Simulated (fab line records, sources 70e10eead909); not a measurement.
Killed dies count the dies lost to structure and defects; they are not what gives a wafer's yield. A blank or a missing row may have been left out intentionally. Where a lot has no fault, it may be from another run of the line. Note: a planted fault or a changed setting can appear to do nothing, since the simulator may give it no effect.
Which tool was responsible? / flow nandHarc / 24 lots, 72 wafers sampled, at 5 steps of a route of 1302

WHAT EACH GAUGE READ, for each wafer
NHARC_A_CONTACT_CD_MEAS_53. Usual: cdNm reads 289.3 nm (standard deviation 0.79).
lot=L074; measured=day 21 23:13; on=cdSem-01; cdNm (nm)=289.7 289.8 288.9; flag=
lot=L076; measured=day 22 09:43; on=cdSem-03; cdNm (nm)=288.4 289.4 289.7; flag=
lot=L077; measured=day 22 14:56; on=cdSem-02; cdNm (nm)=288.9 289.9 290.0; flag=
lot=L075; measured=day 22 19:21; on=cdSem-03; cdNm (nm)=289.5 290.5 289.7; flag=
lot=L078; measured=day 22 19:39; on=cdSem-01; cdNm (nm)=290.2 289.8 290.6; flag=
lot=L079; measured=day 23 03:30; on=cdSem-01; cdNm (nm)=289.1 289.4 288.6; flag=
lot=L080; measured=day 23 22:38; on=cdSem-02; cdNm (nm)=288.7 287.4 287.9; flag=
lot=L082; measured=day 24 23:59; on=cdSem-02; cdNm (nm)=288.7 288.9 289.2; flag=
lot=L081; measured=day 25 02:18; on=cdSem-03; cdNm (nm)=289.5 288.5 290.0; flag=
lot=L084; measured=day 26 04:22; on=cdSem-03; cdNm (nm)=288.0 289.0 288.9; flag=
lot=L085; measured=day 26 02:38; on=cdSem-03; cdNm (nm)=290.1 290.0 290.5; flag=
lot=L083; measured=day 26 04:37; on=cdSem-03; cdNm (nm)=289.3 289.9 289.0; flag=
lot=L086; measured=day 26 15:46; on=cdSem-03; cdNm (nm)=289.4 289.2 289.2; flag=
lot=L087; measured=day 26 16:28; on=cdSem-02; cdNm (nm)=289.0 289.6 289.3; flag=
lot=L088; measured=day 27 06:35; on=cdSem-01; cdNm (nm)=289.1 289.9 289.2; flag=
lot=L089; measured=day 27 11:19; on=cdSem-03; cdNm (nm)=289.8 290.3 289.9; flag=
lot=L090; measured=day 28 13:50; on=cdSem-03; cdNm (nm)=289.8 290.2 290.4; flag=
lot=L092; measured=day 28 17:02; on=cdSem-03; cdNm (nm)=287.5 289.0 287.7; flag=
lot=L091; measured=day 28 18:17; on=cdSem-03; cdNm (nm)=288.5 289.6 289.3; flag=
lot=L094; measured=day 30 01:23; on=cdSem-02; cdNm (nm)=288.4 289.1 288.8; flag=
lot=L093; measured=day 29 23:23; on=cdSem-03; cdNm (nm)=289.9 290.1 289.0; flag=
lot=L096; measured=day 30 05:48; on=cdSem-03; cdNm (nm)=290.2 288.9 289.0; flag=
lot=L095; measured=day 30 03:47; on=cdSem-01; cdNm (nm)=287.8 288.5 287.7; flag=
lot=L097; measured=day 31 04:55; on=cdSem-03; cdNm (nm)=290.0 289.7 288.6; flag=

TOOL THAT RAN EACH LOT (tool first, then ch and the chambers of the sampled wafers, then the start)
lot=L074; NHARC_A_WL_FILL_STRIP_27=plasmaAsher-02 ch 0,1, day 20 15:07; NHARC_A_CONTACT_DEP_24=pecvd-04 ch 1,2, day 21 11:14; NHARC_A_CONTACT_ETCH_112=harCapEtch-03 ch 0,1, day 21 20:11; NHARC_A_CONTACT_ETCH_118=harCapEtch-03 ch 0,1, day 21 21:12
lot=L076; NHARC_A_WL_FILL_STRIP_27=plasmaAsher-01 ch 0,1, day 21 04:41; NHARC_A_CONTACT_DEP_24=pecvd-04 ch 0,2, day 21 21:28; NHARC_A_CONTACT_ETCH_112=harCapEtch-02 ch 0,1, day 22 06:02; NHARC_A_CONTACT_ETCH_118=harCapEtch-02 ch 0,1, day 22 07:04
lot=L077; NHARC_A_WL_FILL_STRIP_27=plasmaAsher-02 ch 0,1, day 21 08:27; NHARC_A_CONTACT_DEP_24=pecvd-03 ch 0,2, day 22 03:56; NHARC_A_CONTACT_ETCH_112=harCapEtch-01 ch 0,1, day 22 11:54; NHARC_A_CONTACT_ETCH_118=harCapEtch-01 ch 0,1, day 22 12:56
lot=L075; NHARC_A_WL_FILL_STRIP_27=plasmaAsher-02 ch 0,1, day 21 15:09; NHARC_A_CONTACT_DEP_24=pecvd-02 ch 0,1,2, day 22 08:43; NHARC_A_CONTACT_ETCH_112=harCapEtch-02 ch 1, day 22 16:14; NHARC_A_CONTACT_ETCH_118=harCapEtch-02 ch 1, day 22 17:16
lot=L078; NHARC_A_WL_FILL_STRIP_27=plasmaAsher-01 ch 0,1, day 21 15:19; NHARC_A_CONTACT_DEP_24=pecvd-04 ch 0,1, day 22 08:40; NHARC_A_CONTACT_ETCH_112=harCapEtch-01 ch 0, day 22 16:34; NHARC_A_CONTACT_ETCH_118=harCapEtch-01 ch 0, day 22 17:35
lot=L079; NHARC_A_WL_FILL_STRIP_27=plasmaAsher-02 ch 0,1, day 21 20:53; NHARC_A_CONTACT_DEP_24=pecvd-04 ch 0,1, day 22 16:55; NHARC_A_CONTACT_ETCH_112=harCapEtch-01 ch 0,1, day 23 00:25; NHARC_A_CONTACT_ETCH_118=harCapEtch-01 ch 0,1, day 23 01:27
lot=L080; NHARC_A_WL_FILL_STRIP_27=plasmaAsher-02 ch 0,1, day 22 17:52; NHARC_A_CONTACT_DEP_24=pecvd-02 ch 1,2, day 23 11:47; NHARC_A_CONTACT_ETCH_112=harCapEtch-01 ch 0,1, day 23 19:33; NHARC_A_CONTACT_ETCH_118=harCapEtch-01 ch 0,1, day 23 20:35
lot=L082; NHARC_A_WL_FILL_STRIP_27=plasmaAsher-02 ch 0,1, day 23 17:27; NHARC_A_CONTACT_DEP_24=pecvd-02 ch 1,2, day 24 11:07; NHARC_A_CONTACT_ETCH_112=harCapEtch-01 ch 0,1, day 24 20:55; NHARC_A_CONTACT_ETCH_118=harCapEtch-01 ch 0,1, day 24 21:56
lot=L081; NHARC_A_WL_FILL_STRIP_27=plasmaAsher-02 ch 0,1, day 23 17:52; NHARC_A_CONTACT_DEP_24=pecvd-04 ch 0,1, day 24 11:08; NHARC_A_CONTACT_ETCH_112=harCapEtch-03 ch 0,1, day 24 21:47; NHARC_A_CONTACT_ETCH_118=harCapEtch-03 ch 0,1, day 24 22:49
lot=L084; NHARC_A_WL_FILL_STRIP_27=plasmaAsher-02 ch 1, day 24 21:56; NHARC_A_CONTACT_DEP_24=pecvd-04 ch 0,1, day 25 16:19; NHARC_A_CONTACT_ETCH_112=harCapEtch-03 ch 0,1, day 26 01:20; NHARC_A_CONTACT_ETCH_118=harCapEtch-03 ch 0,1, day 26 02:21
lot=L085; NHARC_A_WL_FILL_STRIP_27=plasmaAsher-01 ch 0,1, day 24 21:58; NHARC_A_CONTACT_DEP_24=pecvd-04 ch 1,2, day 25 15:52; NHARC_A_CONTACT_ETCH_112=harCapEtch-01 ch 0,1, day 25 23:37; NHARC_A_CONTACT_ETCH_118=harCapEtch-01 ch 0,1, day 26 00:38
lot=L083; NHARC_A_WL_FILL_STRIP_27=plasmaAsher-01 ch 0,1, day 25 01:44; NHARC_A_CONTACT_DEP_24=pecvd-03 ch 0,1, day 25 15:53; NHARC_A_CONTACT_ETCH_112=harCapEtch-02 ch 0,1, day 26 01:34; NHARC_A_CONTACT_ETCH_118=harCapEtch-02 ch 0,1, day 26 02:35
lot=L086; NHARC_A_WL_FILL_STRIP_27=plasmaAsher-02 ch 0,1, day 25 12:20; NHARC_A_CONTACT_DEP_24=pecvd-02 ch 1,2, day 26 04:38; NHARC_A_CONTACT_ETCH_112=harCapEtch-02 ch 0,1, day 26 12:43; NHARC_A_CONTACT_ETCH_118=harCapEtch-02 ch 0,1, day 26 13:44
lot=L087; NHARC_A_WL_FILL_STRIP_27=plasmaAsher-01 ch 0, day 25 14:01; NHARC_A_CONTACT_DEP_24=pecvd-04 ch 0,1,2, day 26 04:32; NHARC_A_CONTACT_ETCH_112=harCapEtch-03 ch 0,1, day 26 12:34; NHARC_A_CONTACT_ETCH_118=harCapEtch-03 ch 0,1, day 26 13:56
lot=L088; NHARC_A_WL_FILL_STRIP_27=plasmaAsher-02 ch 0,1, day 25 17:57; NHARC_A_CONTACT_DEP_24=pecvd-04 ch 0,1,2, day 26 10:35; NHARC_A_CONTACT_ETCH_112=harCapEtch-03 ch 0,1, day 27 03:31; NHARC_A_CONTACT_ETCH_118=harCapEtch-03 ch 0,1, day 27 04:32
lot=L089; NHARC_A_WL_FILL_STRIP_27=plasmaAsher-01 ch 0,1, day 25 22:13; NHARC_A_CONTACT_DEP_24=pecvd-02 ch 0,1,2, day 26 15:23; NHARC_A_CONTACT_ETCH_112=harCapEtch-03 ch 0,1, day 27 08:17; NHARC_A_CONTACT_ETCH_118=harCapEtch-03 ch 0,1, day 27 09:19
lot=L090; NHARC_A_WL_FILL_STRIP_27=plasmaAsher-02 ch 0,1, day 27 07:59; NHARC_A_CONTACT_DEP_24=pecvd-03 ch 0,2, day 28 00:48; NHARC_A_CONTACT_ETCH_112=harCapEtch-01 ch 0,1, day 28 10:47; NHARC_A_CONTACT_ETCH_118=harCapEtch-01 ch 0,1, day 28 11:48
lot=L092; NHARC_A_WL_FILL_STRIP_27=plasmaAsher-02 ch 1, day 27 12:10; NHARC_A_CONTACT_DEP_24=pecvd-02 ch 1,2, day 28 04:47; NHARC_A_CONTACT_ETCH_112=harCapEtch-03 ch 0,1, day 28 14:00; NHARC_A_CONTACT_ETCH_118=harCapEtch-03 ch 0,1, day 28 15:01
lot=L091; NHARC_A_WL_FILL_STRIP_27=plasmaAsher-02 ch 0,1, day 27 12:28; NHARC_A_CONTACT_DEP_24=pecvd-04 ch 0,1, day 28 04:45; NHARC_A_CONTACT_ETCH_112=harCapEtch-02 ch 0,1, day 28 15:13; NHARC_A_CONTACT_ETCH_118=harCapEtch-02 ch 0,1, day 28 16:14
lot=L094; NHARC_A_WL_FILL_STRIP_27=plasmaAsher-02 ch 0,1, day 28 13:09; NHARC_A_CONTACT_DEP_24=pecvd-04 ch 0,2, day 29 05:23; NHARC_A_CONTACT_ETCH_112=harCapEtch-03 ch 0,1, day 29 22:19; NHARC_A_CONTACT_ETCH_118=harCapEtch-03 ch 0,1, day 29 23:20
lot=L093; NHARC_A_WL_FILL_STRIP_27=plasmaAsher-02 ch 0,1, day 28 13:40; NHARC_A_CONTACT_DEP_24=pecvd-03 ch 0,1, day 29 05:19; NHARC_A_CONTACT_ETCH_112=harCapEtch-02 ch 0,1, day 29 20:19; NHARC_A_CONTACT_ETCH_118=harCapEtch-02 ch 0,1, day 29 21:20
lot=L096; NHARC_A_WL_FILL_STRIP_27=plasmaAsher-02 ch 0,1, day 28 16:59; NHARC_A_CONTACT_DEP_24=pecvd-03 ch 0,2, day 29 12:35; NHARC_A_CONTACT_ETCH_112=harCapEtch-01 ch 0, day 30 02:43; NHARC_A_CONTACT_ETCH_118=harCapEtch-01 ch 0, day 30 03:44
lot=L095; NHARC_A_WL_FILL_STRIP_27=plasmaAsher-02 ch 0,1, day 28 17:10; NHARC_A_CONTACT_DEP_24=pecvd-02 ch 0,2, day 29 09:59; NHARC_A_CONTACT_ETCH_112=harCapEtch-02 ch 0,1, day 30 00:47; NHARC_A_CONTACT_ETCH_118=harCapEtch-02 ch 0,1, day 30 01:49
lot=L097; NHARC_A_WL_FILL_STRIP_27=plasmaAsher-02 ch 0,1, day 30 00:44; NHARC_A_CONTACT_DEP_24=pecvd-03 ch 1,2, day 30 17:08; NHARC_A_CONTACT_ETCH_112=harCapEtch-01 ch 0,1, day 31 01:54; NHARC_A_CONTACT_ETCH_118=harCapEtch-01 ch 0,1, day 31 02:56
- NHARC_A_WL_FILL_STRIP_27: strips in N2/H2, time 20 s.
- NHARC_A_CONTACT_DEP_24: deposits SiO2, target thk 500 nm.
- NHARC_A_CONTACT_ETCH_112: etches the open film in C4F8/O2/Ar, time 190 s, target depth 1850 nm.
- NHARC_A_CONTACT_ETCH_118: etches the open film in C4F8/O2/Ar, time 190 s, target depth 1850 nm.

AS READ BY THE TOOLS THEMSELVES (means over the sampled wafers that have a number; for cases with no such wafer, the mark the record gives instead)
NHARC_A_WL_FILL_STRIP_27. Usual: drypumpMotorCurrentA 5.7 A, standard deviation 0.67; heaterPowerW 308 W, standard deviation 13.
lot=L074; tool=plasmaAsher-02; drypumpMotorCurrentA (A)=5.5; heaterPowerW (W)=298; flag=
lot=L076; tool=plasmaAsher-01; drypumpMotorCurrentA (A)=5.8; heaterPowerW (W)=310; flag=
lot=L077; tool=plasmaAsher-02; drypumpMotorCurrentA (A)=6.0; heaterPowerW (W)=304; flag=
lot=L075; tool=plasmaAsher-02; drypumpMotorCurrentA (A)=6.0; heaterPowerW (W)=308; flag=
lot=L078; tool=plasmaAsher-01; drypumpMotorCurrentA (A)=5.8; heaterPowerW (W)=312; flag=
lot=L079; tool=plasmaAsher-02; drypumpMotorCurrentA (A)=5.5; heaterPowerW (W)=303; flag=
lot=L080; tool=plasmaAsher-02; drypumpMotorCurrentA (A)=5.5; heaterPowerW (W)=297; flag=
lot=L082; tool=plasmaAsher-02; drypumpMotorCurrentA (A)=6.0; heaterPowerW (W)=310; flag=
lot=L081; tool=plasmaAsher-02; drypumpMotorCurrentA (A)=6.0; heaterPowerW (W)=308; flag=
lot=L084; tool=plasmaAsher-02; drypumpMotorCurrentA (A)=6.5; heaterPowerW (W)=311; flag=
lot=L085; tool=plasmaAsher-01; drypumpMotorCurrentA (A)=5.6; heaterPowerW (W)=325; flag=
lot=L083; tool=plasmaAsher-01; drypumpMotorCurrentA (A)=5.8; heaterPowerW (W)=322; flag=
lot=L086; tool=plasmaAsher-02; drypumpMotorCurrentA (A)=6.0; heaterPowerW (W)=310; flag=
lot=L087; tool=plasmaAsher-01; drypumpMotorCurrentA (A)=5.9; heaterPowerW (W)=305; flag=
lot=L088; tool=plasmaAsher-02; drypumpMotorCurrentA (A)=6.0; heaterPowerW (W)=309; flag=
lot=L089; tool=plasmaAsher-01; drypumpMotorCurrentA (A)=5.7; heaterPowerW (W)=319; flag=
lot=L090; tool=plasmaAsher-02; drypumpMotorCurrentA (A)=6.0; heaterPowerW (W)=305; flag=
lot=L092; tool=plasmaAsher-02; drypumpMotorCurrentA (A)=6.5; heaterPowerW (W)=315; flag=
lot=L091; tool=plasmaAsher-02; drypumpMotorCurrentA (A)=5.5; heaterPowerW (W)=301; flag=
lot=L094; tool=plasmaAsher-02; drypumpMotorCurrentA (A)=6.0; heaterPowerW (W)=305; flag=
lot=L093; tool=plasmaAsher-02; drypumpMotorCurrentA (A)=5.5; heaterPowerW (W)=302; flag=
lot=L096; tool=plasmaAsher-02; drypumpMotorCurrentA (A)=5.5; heaterPowerW (W)=304; flag=
lot=L095; tool=plasmaAsher-02; drypumpMotorCurrentA (A)=6.0; heaterPowerW (W)=305; flag=
lot=L097; tool=plasmaAsher-02; drypumpMotorCurrentA (A)=6.0; heaterPowerW (W)=307; flag=

NHARC_A_CONTACT_DEP_24. Usual: heaterPowerW 610 W, standard deviation 72; throttleValvePct 15.4 %, standard deviation 0.52.
lot=L074; tool=pecvd-04; heaterPowerW (W)=666; throttleValvePct (%)=14.8; flag=
lot=L076; tool=pecvd-04; heaterPowerW (W)=690; throttleValvePct (%)=15.3; flag=
lot=L077; tool=pecvd-03; heaterPowerW (W)=509; throttleValvePct (%)=15.5; flag=
lot=L075; tool=pecvd-02; heaterPowerW (W)=654; throttleValvePct (%)=15.9; flag=
lot=L078; tool=pecvd-04; heaterPowerW (W)=574; throttleValvePct (%)=14.8; flag=
lot=L079; tool=pecvd-04; heaterPowerW (W)=579; throttleValvePct (%)=14.6; flag=
lot=L080; tool=pecvd-02; heaterPowerW (W)=598; throttleValvePct (%)=15.7; flag=
lot=L082; tool=pecvd-02; heaterPowerW (W)=634; throttleValvePct (%)=16.0; flag=
lot=L081; tool=pecvd-04; heaterPowerW (W)=598; throttleValvePct (%)=14.7; flag=
lot=L084; tool=pecvd-04; heaterPowerW (W)=593; throttleValvePct (%)=14.8; flag=
lot=L085; tool=pecvd-04; heaterPowerW (W)=716; throttleValvePct (%)=14.9; flag=
lot=L083; tool=pecvd-03; heaterPowerW (W)=554; throttleValvePct (%)=15.3; flag=
lot=L086; tool=pecvd-02; heaterPowerW (W)=614; throttleValvePct (%)=15.8; flag=
lot=L087; tool=pecvd-04; heaterPowerW (W)=610; throttleValvePct (%)=15.1; flag=
lot=L088; tool=pecvd-04; heaterPowerW (W)=690; throttleValvePct (%)=15.2; flag=
lot=L089; tool=pecvd-02; heaterPowerW (W)=615; throttleValvePct (%)=15.6; flag=
lot=L090; tool=pecvd-03; heaterPowerW (W)=608; throttleValvePct (%)=15.7; flag=
lot=L092; tool=pecvd-02; heaterPowerW (W)=619; throttleValvePct (%)=15.6; flag=
lot=L091; tool=pecvd-04; heaterPowerW (W)=615; throttleValvePct (%)=15.1; flag=
lot=L094; tool=pecvd-04; heaterPowerW (W)=541; throttleValvePct (%)=15.3; flag=
lot=L093; tool=pecvd-03; heaterPowerW (W)=574; throttleValvePct (%)=15.6; flag=
lot=L096; tool=pecvd-03; heaterPowerW (W)=546; throttleValvePct (%)=15.7; flag=
lot=L095; tool=pecvd-02; heaterPowerW (W)=637; throttleValvePct (%)=15.9; flag=
lot=L097; tool=pecvd-03; heaterPowerW (W)=521; throttleValvePct (%)=15.3; flag=

THE ANSWER, worked out from the rows above alone
Rule: take the mean of a lot's wafers that have a number; if it is more than 3 standard deviations from the usual mean, the lot is off. A lot without any number at a reading at which 4 lots or more have one is off too. All remaining lots with rows at the step are treated as sound. The gauges are gone through in route order, then the tools' own readings, and for those a lot's mean is taken as printed above. The first step at which some lot is off is used, and at that step the reading that is off furthest; a lot without a number counts as furthest.
No lot is off on any of the readings shown, so nothing can be concluded from this.

WHAT HAD BEEN PUT IN BY THE SIMULATOR
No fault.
